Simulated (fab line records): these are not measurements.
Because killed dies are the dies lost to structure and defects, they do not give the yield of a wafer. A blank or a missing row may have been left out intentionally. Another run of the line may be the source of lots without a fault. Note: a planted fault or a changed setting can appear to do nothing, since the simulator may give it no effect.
A lot that was struck, set against a sound lot -- flow nand_harc -- 15 out of 1302 route steps
Sound: the wafers L477.1, L477.5, L477.6. Struck: wafers L492.1, L492.4, L492.5. At the end, the cause is stated.
Per side, at each step with rows, come the tool, then ch with its chambers, and then its first start. Under that, the readings that differ: sound wafers -- struck wafers -- difference of the means -- sigmas: that difference in standard deviations of wafers without a fault.
alike: same words and numbers on both sides, and readings whose means sit less than 2 such deviations apart. not compared: any withheld reading, any reading some wafer has no value for, any bound like >300 that may hide the same value, and any number with overlapping values for which the record gives no deviation.
The two part at a step that has a row with sigmas, a row that says differs or no value, or rows on one side only. When numbers do not overlap yet have no deviation, they are printed without sigmas and do not part them. A reading that every wafer of one side lacks parts them only if that side has two wafers or more.

first, 1 step without rows for these wafers: NHARC_A_ONON_D1_DEP_03 (target thk 1000 nm).
NHARC_A_ONON_D1_THK_MEAS_05: measures by ellipsometry.
  sound: film_metro-02 at day 8 05:08; struck: film_metro-01 at day 14 13:03
  alike: thk_nm
then, 1 step without rows for these wafers: NHARC_A_ONON_D1_DEP_06 (target thk 1000 nm).
NHARC_A_ONON_D1_THK_MEAS_08: measures by ellipsometry.
  sound: film_metro-02 at day 8 05:42; struck: film_metro-02 at day 14 13:37
  alike: thk_nm
then, 1 step without rows for these wafers: NHARC_A_ONON_D1_DEP_09 (target thk 1000 nm).
NHARC_A_ONON_D1_THK_MEAS_11: measures by ellipsometry.
  sound: film_metro-02 at day 8 06:16; struck: film_metro-02 at day 14 14:12
  alike: thk_nm
then, 1 step without rows for these wafers: NHARC_A_ONON_D1_DEP_12 (target thk 1000 nm).
NHARC_A_ONON_D1_THK_MEAS_14: measures by ellipsometry.
  sound: film_metro-01 at day 8 06:50; struck: film_metro-02 at day 14 14:46
  alike: thk_nm
then, 2 steps without rows for these wafers: NHARC_A_ONON_D1_ANNEAL_15 (time 3600 s); NHARC_A_ONON_D1_DEP_16 (target thk 1000 nm).
NHARC_A_ONON_D1_THK_MEAS_18: measures by ellipsometry.
  sound: film_metro-02 at day 8 14:28; struck: film_metro-01 at day 14 22:56
  alike: thk_nm
NHARC_A_ONON_D1_DEP_19: target thk 1000 nm.
  sound on pecvd_onon-01 ch 0, day 8 14:32; struck on pecvd_onon-03 ch 0, day 14 22:59
NHARC_A_ONON_D1_THK_MEAS_21: measures by ellipsometry.
  sound: film_metro-01 at day 8 15:02; struck: film_metro-02 at day 14 23:29
reading,sound,struck,difference,sigmas
thk_nm (nm),997 997 996,1711 1712 1712,+715,+99 or more
then, 1 step without rows for these wafers: NHARC_A_ONON_D1_DEP_22 (target thk 1000 nm).
-- record jumps: 16 days between struck wafers' starts before vs after; left off in module A_ONON_D1, resumes in module END, first step shown is number 1302 of the route --
NHARC_END_SORT_01:
  at this point the record logs the struck wafers (prober-01 ch 0, day 30 17:28) and has no rows for the sound ones

== WHERE THEY PART ==
Last at NHARC_END_SORT_01 as far as this record goes, first at NHARC_A_ONON_D1_THK_MEAS_21.

WHY: what had been put in by the simulator
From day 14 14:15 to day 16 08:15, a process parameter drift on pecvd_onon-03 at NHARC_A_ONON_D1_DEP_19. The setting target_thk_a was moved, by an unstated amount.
